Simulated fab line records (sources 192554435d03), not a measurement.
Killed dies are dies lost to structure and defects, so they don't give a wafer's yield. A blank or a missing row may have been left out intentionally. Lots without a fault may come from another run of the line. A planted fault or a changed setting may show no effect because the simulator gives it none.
Chamber matching -- flow n5Finfet -- N5_BEOL_M5_CO_CAP_78 on cvdCo-02 has 3 sister chambers
The step material Co, precursor CCTBA/H2, target thk 2 nm, time 102.1 s. 18 wafers are shown with their chamber, then 9 later ones without.

EACH WAFER AND ITS CHAMBER
wafer,chamber,heaterPowerW (W)
L074.1,2,257
L074.3,1,171
L074.4,1,170
L076.4,0,230
L076.5,2,261
L076.6,1,166
L080.1,0,232
L080.4,1,169
L080.5,2,260
L082.1,2,253
L082.3,0,230
L082.4,0,229
L085.2,2,257
L085.4,0,230
L085.6,1,168
L090.2,2,253
L090.3,1,165
L090.5,2,256

SIGNATURES (means of the wafers above)
reading,chamber 0,chamber 1,chamber 2,scatter within a chamber
heaterPowerW,230.20,168.17,256.71,2.44
Rule: for a wafer and a chamber, the distance is found by dividing, reading by reading, the gap between the wafer's reading and the chamber's mean by the reading's scatter, squaring, summing and taking the root. If the next closest chamber is less than 2 further off than the closest, the wafer can't be placed; otherwise it belongs to the closest. How the scatter is found: for the shown wafers, subtract from each reading the mean of its chamber, square and add these, divide the total by (wafers less chambers), then take the root.

WAFERS WITH NO CHAMBER GIVEN
wafer,heaterPowerW (W)
L091.3,252
L091.4,239
L091.6,170
L093.2,255
L093.5,269
L093.6,166
L095.1,237
L095.2,173
L095.3,258

EACH ONE'S CHAMBER
wafer,from the rows above,in truth
L091.3,2,2
L091.4,0,0
L091.6,1,1
L093.2,2,2
L093.5,2,2
L093.6,1,1
L095.1,0,0
L095.2,1,1
L095.3,2,2
Correctly placed: 9 of 9. Can't be placed from these rows: 0. 0 placed wrongly.
